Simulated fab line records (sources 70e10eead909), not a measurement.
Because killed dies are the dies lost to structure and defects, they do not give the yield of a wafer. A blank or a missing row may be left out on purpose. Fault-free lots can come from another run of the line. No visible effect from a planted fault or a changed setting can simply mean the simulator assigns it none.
Matching of chambers :: flow nand-harc :: ald-hk-04 running NHARC_A_WL_FILL_ALD_00: 4 sister chambers
The step deposits Al2O3, target thk 3 nm, pulse time 3 s, ald cycles 30. 8 wafers are shown with their chamber, then 7 later ones without.

== WAFERS PAIRED WITH THEIR CHAMBERS ==
wafer: L819.6
chamber: 0
heater-power-w (W): 414
precursor-pulse-height-rel: 1.012

wafer: L824.1
chamber: 1
heater-power-w (W): 385
precursor-pulse-height-rel: 0.977

wafer: L824.3
chamber: 3
heater-power-w (W): 489
precursor-pulse-height-rel: 1.023

wafer: L827.2
chamber: 1
heater-power-w (W): 402
precursor-pulse-height-rel: 0.996

wafer: L827.3
chamber: 3
heater-power-w (W): 481
precursor-pulse-height-rel: 0.986

wafer: L827.6
chamber: 2
heater-power-w (W): 541
precursor-pulse-height-rel: 0.969

wafer: L825.2
chamber: 2
heater-power-w (W): 550
precursor-pulse-height-rel: 1.010

wafer: L825.4
chamber: 0
heater-power-w (W): 417
precursor-pulse-height-rel: 1.012

== WAFERS WHOSE CHAMBER IS MISSING ==
wafer: L825.5
heater-power-w (W): 404
precursor-pulse-height-rel: 1.034

wafer: L835.1
heater-power-w (W): 457
precursor-pulse-height-rel: 0.983

wafer: L835.5
heater-power-w (W): 540
precursor-pulse-height-rel: 0.959

wafer: L835.6
heater-power-w (W): 381
precursor-pulse-height-rel: 1.007

wafer: L838.1
heater-power-w (W): 388
precursor-pulse-height-rel: 0.993

wafer: L838.2
heater-power-w (W): 447
precursor-pulse-height-rel: 0.979

wafer: L838.4
heater-power-w (W): 524
precursor-pulse-height-rel: 1.037

== WHICH CHAMBER EACH WENT THROUGH ==
wafer: L825.5
from the rows above: can't be placed: 0 or 1
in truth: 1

wafer: L835.1
from the rows above: can't be placed: 3 or 0
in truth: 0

wafer: L835.5
from the rows above: 2
in truth: 2

wafer: L835.6
from the rows above: 1
in truth: 1

wafer: L838.1
from the rows above: 1
in truth: 1

wafer: L838.2
from the rows above: can't be placed: 0 or 3
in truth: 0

wafer: L838.4
from the rows above: can't be placed: 2 or 3
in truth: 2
Correctly placed: 3 of 7. From these rows, 4 cannot be placed; in 4 the true chamber is one of the candidates. Placed wrongly: 0.
How it was worked out, from the rows above alone: a wafer's distance from a chamber is the root of the sum, over the readings, of the square of ((its reading less the chamber's mean) divided by the reading's scatter). If the next closest chamber is less than 2 further off than the closest, the wafer can't be placed; otherwise it belongs to the closest. The mean given for a chamber averages the wafers shown for that chamber. The scatter: take each reading less its chamber's mean, square it, sum over the shown wafers, divide by the number of wafers less the number of chambers, and take the root.
